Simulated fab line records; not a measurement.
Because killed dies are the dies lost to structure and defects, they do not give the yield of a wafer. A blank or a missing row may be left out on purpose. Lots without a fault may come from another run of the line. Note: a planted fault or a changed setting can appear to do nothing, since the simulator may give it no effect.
The tool behind it: which one? || flow nand-harc || 14 lots with 42 wafers sampled at 4 steps, on a route of 1302 steps

## WHAT THE GAUGES SHOWED, per wafer
The record holds no reading of a measuring or inspecting step that can be judged against a usual standard deviation.

## WHAT TOOL EACH LOT RAN ON (gives the tool, then ch and the chambers of the sampled wafers, and finally the start)
{"lot": "L536", "NHARC_A_CONTACT_ETCH_132": "har-cap-etch-02 ch 0,1, day 22 17:34", "NHARC_A_CONTACT_STRIP_82": "rie-diel-13 ch 0,1,2, day 22 21:59 or earlier", "NHARC_A_CONTACT_EXPOSE_05": "arfi-scanner-03 ch 0, day 22 21:59", "NHARC_A_CONTACT_ETCH_88": "rie-diel-09 ch 2,3, day 22 22:25"}
{"lot": "L535", "NHARC_A_CONTACT_ETCH_132": "har-cap-etch-03 ch 0,1, day 22 18:04", "NHARC_A_CONTACT_STRIP_82": "rie-diel-13 ch 0,1,3, day 22 22:37 or earlier", "NHARC_A_CONTACT_EXPOSE_05": "arfi-scanner-01 ch 0, day 22 22:37", "NHARC_A_CONTACT_ETCH_88": "rie-diel-05 ch 0,2,3, day 22 23:02"}
{"lot": "L538", "NHARC_A_CONTACT_ETCH_132": "har-cap-etch-02 ch 0,1, day 23 23:22", "NHARC_A_CONTACT_STRIP_82": "rie-diel-09 ch 0,2,3, day 24 11:08 or earlier", "NHARC_A_CONTACT_EXPOSE_05": "arfi-scanner-03 ch 0, day 24 11:08", "NHARC_A_CONTACT_ETCH_88": "rie-diel-09 ch 0,2, day 24 11:34"}
{"lot": "L541", "NHARC_A_CONTACT_ETCH_132": "har-cap-etch-03 ch 0,1, day 24 00:37", "NHARC_A_CONTACT_STRIP_82": "rie-diel-05 ch 1,2,3, day 24 11:39 or earlier", "NHARC_A_CONTACT_EXPOSE_05": "arfi-scanner-01 ch 0, day 24 11:39", "NHARC_A_CONTACT_ETCH_88": "rie-diel-13 ch 1,2, day 24 12:05"}
{"lot": "L539", "NHARC_A_CONTACT_ETCH_132": "har-cap-etch-03 ch 0,1, day 24 11:23", "NHARC_A_CONTACT_STRIP_82": "rie-diel-09 ch 0,2, day 24 19:58 or earlier", "NHARC_A_CONTACT_EXPOSE_05": "arfi-scanner-03 ch 0, day 24 19:58", "NHARC_A_CONTACT_ETCH_88": "rie-diel-13 ch 0,3, day 24 20:25"}
{"lot": "L540", "NHARC_A_CONTACT_ETCH_132": "har-cap-etch-03 ch 0,1, day 24 18:17", "NHARC_A_CONTACT_STRIP_82": "rie-diel-05 ch 0,2,3, day 24 23:47 or earlier", "NHARC_A_CONTACT_EXPOSE_05": "arfi-scanner-03 ch 0, day 24 23:47", "NHARC_A_CONTACT_ETCH_88": "rie-diel-09 ch 0,2, day 25 00:12"}
{"lot": "L542", "NHARC_A_CONTACT_ETCH_132": "har-cap-etch-02 ch 0,1, day 24 21:56", "NHARC_A_CONTACT_STRIP_82": "rie-diel-13 ch 0,1,3, day 25 02:35 or earlier", "NHARC_A_CONTACT_EXPOSE_05": "arfi-scanner-01 ch 0, day 25 02:35", "NHARC_A_CONTACT_ETCH_88": "rie-diel-13 ch 0,2,3, day 25 03:00"}
{"lot": "L543", "NHARC_A_CONTACT_ETCH_132": "har-cap-etch-02 ch 0,1, day 25 10:47", "NHARC_A_CONTACT_STRIP_82": "rie-diel-13 ch 0,1,2, day 25 19:28 or earlier", "NHARC_A_CONTACT_EXPOSE_05": "arfi-scanner-03 ch 0, day 25 19:28", "NHARC_A_CONTACT_ETCH_88": "rie-diel-13 ch 0,2,3, day 25 19:52"}
{"lot": "L544", "NHARC_A_CONTACT_ETCH_132": "har-cap-etch-01 ch 0,1, day 25 12:17", "NHARC_A_CONTACT_STRIP_82": "rie-diel-09 ch 0,2,3, day 25 19:37 or earlier", "NHARC_A_CONTACT_EXPOSE_05": "arfi-scanner-02, day 25 19:37", "NHARC_A_CONTACT_ETCH_88": "rie-diel-13 ch 1,2,3, day 25 20:13"}
{"lot": "L546", "NHARC_A_CONTACT_ETCH_132": "har-cap-etch-02 ch 0,1, day 26 07:10", "NHARC_A_CONTACT_STRIP_82": "rie-diel-05 ch 1,2,3, day 26 11:37 or earlier", "NHARC_A_CONTACT_EXPOSE_05": "arfi-scanner-03, day 26 11:37", "NHARC_A_CONTACT_ETCH_88": "rie-diel-13 ch 0,1,2, day 26 12:02"}
{"lot": "L554", "NHARC_A_CONTACT_ETCH_132": "har-cap-etch-03 ch 0,1, day 30 03:17", "NHARC_A_CONTACT_STRIP_82": "rie-diel-09 ch 1,3, day 30 10:14 or earlier", "NHARC_A_CONTACT_EXPOSE_05": "arfi-scanner-03 ch 0, day 30 10:14", "NHARC_A_CONTACT_ETCH_88": "rie-diel-09 ch 0,1, day 30 10:38"}
{"lot": "L556", "NHARC_A_CONTACT_ETCH_132": "har-cap-etch-01 ch 0,1, day 30 19:13", "NHARC_A_CONTACT_STRIP_82": "rie-diel-09 ch 0,1, day 30 23:39 or earlier", "NHARC_A_CONTACT_EXPOSE_05": "arfi-scanner-03 ch 0, day 30 23:39", "NHARC_A_CONTACT_ETCH_88": "rie-diel-09 ch 0,1,2, day 31 00:05"}
{"lot": "L557", "NHARC_A_CONTACT_ETCH_132": "har-cap-etch-02 ch 0,1, day 30 23:59", "NHARC_A_CONTACT_STRIP_82": "rie-diel-09 ch 0,1,3, day 31 05:04 or earlier", "NHARC_A_CONTACT_EXPOSE_05": "arfi-scanner-02 ch 0, day 31 05:04", "NHARC_A_CONTACT_ETCH_88": "rie-diel-05 ch 1,2, day 31 05:29"}
{"lot": "L558", "NHARC_A_CONTACT_ETCH_132": "har-cap-etch-02 ch 0,1, day 31 22:25", "NHARC_A_CONTACT_STRIP_82": "rie-diel-05 ch 2,3, day 32 03:14 or earlier", "NHARC_A_CONTACT_EXPOSE_05": "arfi-scanner-03 ch 0, day 32 03:14", "NHARC_A_CONTACT_ETCH_88": "rie-diel-05 ch 0,2, day 32 03:38"}
- NHARC_A_CONTACT_ETCH_132: etches the open film in C4F8/O2/Ar, time 197 s, target depth 1924 nm.
- NHARC_A_CONTACT_STRIP_82: strips in O2.
- NHARC_A_CONTACT_EXPOSE_05: exposes mask A CC.
- NHARC_A_CONTACT_ETCH_88: etches the open film in CF4, target depth 39 nm, time 65 s.

## AS READ BY THE TOOLS THEMSELVES (means over the sampled wafers that have a number; for cases with no such wafer, the mark the record gives instead)
NHARC_A_CONTACT_STRIP_82.
{"lot": "L536", "tool": "rie-diel-13", "drypump-motor-current-A (A)": 5.7, "oes-product-au (a.u.)": 0.990, "rf-vpp-V (V)": 57.9, "showerhead-plenum-p-Torr (Torr)": 3.52, "throttle-valve-pct (%)": 17.036}
{"lot": "L535", "tool": "rie-diel-13", "drypump-motor-current-A (A)": 5.5, "oes-product-au (a.u.)": 0.989, "rf-vpp-V (V)": 58.3, "showerhead-plenum-p-Torr (Torr)": 3.48, "throttle-valve-pct (%)": 17.026}
{"lot": "L538", "tool": "rie-diel-09", "drypump-motor-current-A (A)": 5.8, "oes-product-au (a.u.)": 0.996, "rf-vpp-V (V)": 57.7, "showerhead-plenum-p-Torr (Torr)": 3.46, "throttle-valve-pct (%)": 17.031}
{"lot": "L541", "tool": "rie-diel-05", "drypump-motor-current-A (A)": 5.5, "oes-product-au (a.u.)": 1.005, "rf-vpp-V (V)": 57.9, "showerhead-plenum-p-Torr (Torr)": 3.60, "throttle-valve-pct (%)": 17.042}
{"lot": "L539", "tool": "rie-diel-09", "drypump-motor-current-A (A)": 5.9, "oes-product-au (a.u.)": 0.996, "rf-vpp-V (V)": 57.7, "showerhead-plenum-p-Torr (Torr)": 3.40, "throttle-valve-pct (%)": 17.032}
{"lot": "L540", "tool": "rie-diel-05", "drypump-motor-current-A (A)": 5.6, "oes-product-au (a.u.)": 0.997, "rf-vpp-V (V)": 57.1, "showerhead-plenum-p-Torr (Torr)": 3.49, "throttle-valve-pct (%)": 17.040}
{"lot": "L542", "tool": "rie-diel-13", "drypump-motor-current-A (A)": 5.5, "oes-product-au (a.u.)": 1.005, "rf-vpp-V (V)": 57.7, "showerhead-plenum-p-Torr (Torr)": 3.48, "throttle-valve-pct (%)": 17.032}
{"lot": "L543", "tool": "rie-diel-13", "drypump-motor-current-A (A)": 5.7, "oes-product-au (a.u.)": 0.999, "rf-vpp-V (V)": 58.4, "showerhead-plenum-p-Torr (Torr)": 3.51, "throttle-valve-pct (%)": 17.039}
{"lot": "L544", "tool": "rie-diel-09", "drypump-motor-current-A (A)": 5.8, "oes-product-au (a.u.)": 1.007, "rf-vpp-V (V)": 57.1, "showerhead-plenum-p-Torr (Torr)": 3.45, "throttle-valve-pct (%)": 17.036}
{"lot": "L546", "tool": "rie-diel-05", "drypump-motor-current-A (A)": 5.4, "oes-product-au (a.u.)": 0.992, "rf-vpp-V (V)": 58.4, "showerhead-plenum-p-Torr (Torr)": 3.59, "throttle-valve-pct (%)": 17.039}
{"lot": "L554", "tool": "rie-diel-09", "drypump-motor-current-A (A)": 5.5, "oes-product-au (a.u.)": 1.005, "rf-vpp-V (V)": 57.0, "showerhead-plenum-p-Torr (Torr)": 3.49, "throttle-valve-pct (%)": 17.032}
{"lot": "L556", "tool": "rie-diel-09", "drypump-motor-current-A (A)": 5.9, "oes-product-au (a.u.)": 1.001, "rf-vpp-V (V)": 56.9, "showerhead-plenum-p-Torr (Torr)": 3.50, "throttle-valve-pct (%)": 17.029}
{"lot": "L557", "tool": "rie-diel-09", "drypump-motor-current-A (A)": 5.7, "oes-product-au (a.u.)": 0.995, "rf-vpp-V (V)": 57.9, "showerhead-plenum-p-Torr (Torr)": 3.49, "throttle-valve-pct (%)": 17.041}
{"lot": "L558", "tool": "rie-diel-05", "drypump-motor-current-A (A)": 5.3, "oes-product-au (a.u.)": 0.997, "rf-vpp-V (V)": 57.7, "showerhead-plenum-p-Torr (Torr)": 3.51, "throttle-valve-pct (%)": 17.036}

NHARC_A_CONTACT_EXPOSE_05.
{"lot": "L536", "tool": "arfi-scanner-03", "exposure-dose-mJ-cm2": 84.29, "focus-offset-nm (nm)": 0.5}
{"lot": "L535", "tool": "arfi-scanner-01", "exposure-dose-mJ-cm2": 84.20, "focus-offset-nm (nm)": 0.0}
{"lot": "L538", "tool": "arfi-scanner-03", "exposure-dose-mJ-cm2": 84.20, "focus-offset-nm (nm)": -0.4}
{"lot": "L541", "tool": "arfi-scanner-01", "exposure-dose-mJ-cm2": 84.21, "focus-offset-nm (nm)": -0.1}
{"lot": "L539", "tool": "arfi-scanner-03", "exposure-dose-mJ-cm2": 84.13, "focus-offset-nm (nm)": 0.2}
{"lot": "L540", "tool": "arfi-scanner-03", "exposure-dose-mJ-cm2": 84.14, "focus-offset-nm (nm)": -0.1}
{"lot": "L542", "tool": "arfi-scanner-01", "exposure-dose-mJ-cm2": 84.29, "focus-offset-nm (nm)": -0.2}
{"lot": "L543", "tool": "arfi-scanner-03", "exposure-dose-mJ-cm2": 84.18, "focus-offset-nm (nm)": 0.0}
{"lot": "L544", "tool": "arfi-scanner-02", "exposure-dose-mJ-cm2": "-", "focus-offset-nm (nm)": "-"}
{"lot": "L546", "tool": "arfi-scanner-03", "exposure-dose-mJ-cm2": "-", "focus-offset-nm (nm)": "-"}
{"lot": "L554", "tool": "arfi-scanner-03", "exposure-dose-mJ-cm2": 84.11, "focus-offset-nm (nm)": -0.3}
{"lot": "L556", "tool": "arfi-scanner-03", "exposure-dose-mJ-cm2": 84.01, "focus-offset-nm (nm)": -0.7}
{"lot": "L557", "tool": "arfi-scanner-02", "exposure-dose-mJ-cm2": 84.04, "focus-offset-nm (nm)": -0.1}
{"lot": "L558", "tool": "arfi-scanner-03", "exposure-dose-mJ-cm2": 84.12, "focus-offset-nm (nm)": 0.4}

NHARC_A_CONTACT_ETCH_88.
{"lot": "L536", "tool": "rie-diel-09", "drypump-motor-current-A (A)": 5.7, "oes-product-au (a.u.)": 1.013, "rf-vpp-V (V)": 150.5, "showerhead-plenum-p-Torr (Torr)": 1.70, "throttle-valve-pct (%)": 13.290}
{"lot": "L535", "tool": "rie-diel-05", "drypump-motor-current-A (A)": 5.6, "oes-product-au (a.u.)": 0.994, "rf-vpp-V (V)": 150.6, "showerhead-plenum-p-Torr (Torr)": 1.75, "throttle-valve-pct (%)": 13.291}
{"lot": "L538", "tool": "rie-diel-09", "drypump-motor-current-A (A)": 6.0, "oes-product-au (a.u.)": 0.988, "rf-vpp-V (V)": 149.3, "showerhead-plenum-p-Torr (Torr)": 1.74, "throttle-valve-pct (%)": 13.280}
{"lot": "L541", "tool": "rie-diel-13", "drypump-motor-current-A (A)": 5.6, "oes-product-au (a.u.)": 0.996, "rf-vpp-V (V)": 151.5, "showerhead-plenum-p-Torr (Torr)": 1.75, "throttle-valve-pct (%)": 13.284}
{"lot": "L539", "tool": "rie-diel-13", "drypump-motor-current-A (A)": 5.6, "oes-product-au (a.u.)": 0.994, "rf-vpp-V (V)": 151.2, "showerhead-plenum-p-Torr (Torr)": 1.75, "throttle-valve-pct (%)": 13.280}
{"lot": "L540", "tool": "rie-diel-09", "drypump-motor-current-A (A)": 5.9, "oes-product-au (a.u.)": 0.996, "rf-vpp-V (V)": 150.7, "showerhead-plenum-p-Torr (Torr)": 1.70, "throttle-valve-pct (%)": 13.282}
{"lot": "L542", "tool": "rie-diel-13", "drypump-motor-current-A (A)": 5.7, "oes-product-au (a.u.)": 0.996, "rf-vpp-V (V)": 151.9, "showerhead-plenum-p-Torr (Torr)": 1.78, "throttle-valve-pct (%)": 13.281}
{"lot": "L543", "tool": "rie-diel-13", "drypump-motor-current-A (A)": 5.7, "oes-product-au (a.u.)": 1.005, "rf-vpp-V (V)": 150.6, "showerhead-plenum-p-Torr (Torr)": 1.78, "throttle-valve-pct (%)": 13.286}
{"lot": "L544", "tool": "rie-diel-13", "drypump-motor-current-A (A)": 5.6, "oes-product-au (a.u.)": 0.998, "rf-vpp-V (V)": 152.3, "showerhead-plenum-p-Torr (Torr)": 1.77, "throttle-valve-pct (%)": 13.271}
{"lot": "L546", "tool": "rie-diel-13", "drypump-motor-current-A (A)": 5.7, "oes-product-au (a.u.)": 0.994, "rf-vpp-V (V)": 150.8, "showerhead-plenum-p-Torr (Torr)": 1.76, "throttle-valve-pct (%)": 13.283}
{"lot": "L554", "tool": "rie-diel-09", "drypump-motor-current-A (A)": 5.9, "oes-product-au (a.u.)": 0.977, "rf-vpp-V (V)": 151.3, "showerhead-plenum-p-Torr (Torr)": 1.76, "throttle-valve-pct (%)": 13.277}
{"lot": "L556", "tool": "rie-diel-09", "drypump-motor-current-A (A)": 5.8, "oes-product-au (a.u.)": 0.992, "rf-vpp-V (V)": 150.9, "showerhead-plenum-p-Torr (Torr)": 1.72, "throttle-valve-pct (%)": 13.283}
{"lot": "L557", "tool": "rie-diel-05", "drypump-motor-current-A (A)": 4.9, "oes-product-au (a.u.)": 1.004, "rf-vpp-V (V)": 150.9, "showerhead-plenum-p-Torr (Torr)": 1.75, "throttle-valve-pct (%)": 13.286}
{"lot": "L558", "tool": "rie-diel-05", "drypump-motor-current-A (A)": 5.4, "oes-product-au (a.u.)": 0.999, "rf-vpp-V (V)": 150.1, "showerhead-plenum-p-Torr (Torr)": 1.67, "throttle-valve-pct (%)": 13.289}

## THE ANSWER, worked out from the rows above alone
Rule: the lots themselves supply what counts as usual. The widest of any qualifying gaps counts: lots, ordered by their means at a reading, are off when they make up no more than a third of the lots, leave a main group of 4 or more, and stand apart from it by 3 or more times the standard deviation of that group's means. Not used: any main group whose means are identical at the precision the tables above print for the reading. A lot without any number at a reading at which 4 lots or more have one is off too. All remaining lots with rows at the step are treated as sound. After the gauges, taken in route order, come the tools' own readings; for these a lot's mean is taken, as printed above. The first step at which some lot is off is used, and at that step the reading that is off furthest; a lot without a number counts as furthest.
Off at NHARC_A_CONTACT_EXPOSE_05 (exposure-dose-mJ-cm2): L544, L546. Without a number there: L544, L546. For the main group the mean is 84.16 and the standard deviation 0.083.
A tool fits if, at that step or a process step before it, it ran every lot that is off, and no sound lot after the first of them. Because NHARC_A_CONTACT_STRIP_82 lacks a start for some lots, the hours and order of its lots are taken from NHARC_A_CONTACT_EXPOSE_05. Not one of the candidates tried fits.

## WHAT THE SIMULATOR HAD PUT IN
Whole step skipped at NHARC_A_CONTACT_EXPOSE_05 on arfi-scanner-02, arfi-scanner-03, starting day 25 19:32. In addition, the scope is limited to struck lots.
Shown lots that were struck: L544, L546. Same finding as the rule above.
